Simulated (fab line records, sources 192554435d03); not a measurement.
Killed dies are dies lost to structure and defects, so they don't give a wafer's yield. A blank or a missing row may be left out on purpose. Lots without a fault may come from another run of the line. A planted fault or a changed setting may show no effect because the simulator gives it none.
A struck lot beside a sound one | flow n5_finfet | 37 steps out of a route of 1938
Sound: wafers L165.1, L165.4, L165.6. Struck: wafer L171.6. (L171.3, L171.4 of the same lot were not struck and are left out.) The cause comes at the end.
At each step with rows: each side's tool, then ch and its chambers, then its first start. Under that, the readings that differ: sound wafers | struck wafers | difference of the means | sigmas: that difference in standard deviations of wafers without a fault.
alike: readings whose means differ by less than 2 such deviations, and words and numbers that are the same on both sides. not compared: withheld readings, readings that some wafer has no value for, bounds like >300 that may hide the same value, and numbers for which the record gives no deviation and whose values overlap.
The two part at a step that has a row with sigmas, a row that says differs or no value, or rows on one side only. Numbers that don't overlap but have no deviation are shown without sigmas and don't part them. A reading that every wafer of one side lacks parts them only if that side has two wafers or more.

first, 9 steps without rows for these wafers: N5_BEOL_M4_ANNEAL_95 (time 240 s); N5_BEOL_M4_SPUTTER_96 (material Cu, target thk 4.5 nm, time 8.29 s); N5_BEOL_M4_ECD_50 (material Cu, target thk 300 nm); N5_BEOL_M4_ANNEAL_51 (time 90 s); N5_BEOL_M4_CMP_52 (polishes, stops on SiOC, t overpolish 6.8 s, target thk 40 nm); N5_BEOL_M4_PRE_CLEAN_60 (time 15 s); N5_BEOL_M4_CO_CAP_55 (material Co, precursor CCTBA/H2, target thk 2 nm, time 102.1 s); N5_BEOL_M4_PRE_CLEAN_56 (time 15 s); N5_BEOL_M4_DEP_57 (deposits SiCN from 3MS/NH3, target thk 8 nm, time 14 s).
N5_BEOL_M4_RC_MEAS_101:
  sound on prober-02 ch 0, day 12 10:39; struck on prober-02 ch 0, day 14 02:08
  reading       | sound          | struck | difference | sigmas
  DIBL_P (mV/V) | 40.4 38.6 38.6 | 34.0   | -5.2       | -2
  alike: DIBL_N, IOFF_N, IOFF_P, ION_N, ION_P, SS_N, SS_P, VT_N, VT_P
N5_BEOL_M5_ILD_DEP_00: deposits SiCOH lowk from DEMS/porogen, target thk 140.64 nm, time 25.9 s.
  sound on pecvd-01 ch 1,2, day 12 11:37; struck on pecvd-01 ch 0, day 14 02:47
  reading                                            | sound             | struck | difference | sigmas
  showerhead_plenum_p_Torr (Torr)                    | 5.738 5.733 5.718 | 5.770  | +0.040     | +3
  model.SiCOH_lowk_of_BEOL_M5_ILD_DEP_00.thk_nm (nm) | 140.8 143.2 143.2 | 225.6  | +83.2      |
  alike: heater_power_w, throttle_valve_pct
then, 1 step without rows for these wafers: N5_BEOL_M5_CURE_79 (cures SiCOH lowk, time 240 s).
N5_BEOL_M5_THK_MEAS_01:
  sound on film_metro-01, day 12 12:11; struck on film_metro-01, day 14 03:22
  reading         | sound             | struck | difference | sigmas
  M5_ILD_THK (nm) | 121.2 123.3 123.3 | 195.0  | +72.4      | +45
then, 22 steps without rows for these wafers: N5_BEOL_M5_PECVD_70 (deposits SiO2 from TEOS/O2, target thk 16 nm, time 18 s); N5_BEOL_M5_HM_DEP_02 (deposits TiN, target thk 20 nm); N5_BEOL_M5_COAT_59 (time 60 s, resist thk 60 nm); N5_BEOL_M5_COAT_60 (time 60 s, resist thk 12 nm); N5_BEOL_M5_COAT_71 (time 60 s, resist thk 5 nm); N5_BEOL_M5_COAT_05 (resist thk 30 nm); N5_BEOL_M5_EBR_07; N5_BEOL_M5_SOFTBAKE_06 (time 60 s); N5_BEOL_M5_EXPOSE_08 (exposes mask M5, target cd 28 nm); N5_BEOL_M5_PEB_09 (peb time 60 s); N5_BEOL_M5_DEVELOP_10 (develop time 30 s); N5_BEOL_M5_DESCUM_16 (chemistry O2, time 7 s); N5_BEOL_M5_ETCH_72 (etches underlayer in N2/H2, target depth 6.5 nm, time 5.2 s); N5_BEOL_M5_ETCH_61 (etches SiARC in CF4, target depth 15.6 nm, time 26 s); N5_BEOL_M5_ETCH_62 (etches SOC in N2/H2, target depth 75 nm, overetch 15 nm, time 112.5 s); N5_BEOL_M5_STRIP_63 (strips in N2/H2); N5_BEOL_M5_STRIP_73 (strips in N2/H2); N5_BEOL_M5_STRIP_64 (strips in CF4); N5_BEOL_M5_HM_OPEN_17 (chemistry Cl2/BCl3, target TiN, target depth 20 nm, overetch 6 nm); N5_BEOL_M5_STRIP_19 (strips in O2); N5_BEOL_M5_COAT_65 (time 60 s, resist thk 60 nm); N5_BEOL_M5_COAT_66 (time 60 s, resist thk 12 nm).
N5_BEOL_M5_CMP_52: polishes, stops on SiCOH lowk, t overpolish 6.9 s, target thk 62 nm.
  sound on cmp-01 ch 1,3, day 13 01:37; struck on cmp-03 ch 1, day 14 15:54
  reading                                            | sound             | struck | difference | sigmas
  model.SiCOH_lowk_of_BEOL_M5_ILD_DEP_00.thk_nm (nm) | 118.2 120.2 120.2 | 192    | +72        |
  alike: motor_current_A, platen_rpm
-- the record jumps here: 4 days lie between the struck wafers' starts before and after (it left off in module BEOL_M5 and takes up again in module PASSIVATION, whose first step shown is number 1936 of the route) --
N5_PASSIVATION_PROBE_49:
  the record has rows for the struck wafers here (prober-02, day 18 21:01) and none for the sound ones

WHERE THEY PART
First at N5_BEOL_M4_RC_MEAS_101; last, within this record, at N5_PASSIVATION_PROBE_49.

WHY: what the simulator had put in
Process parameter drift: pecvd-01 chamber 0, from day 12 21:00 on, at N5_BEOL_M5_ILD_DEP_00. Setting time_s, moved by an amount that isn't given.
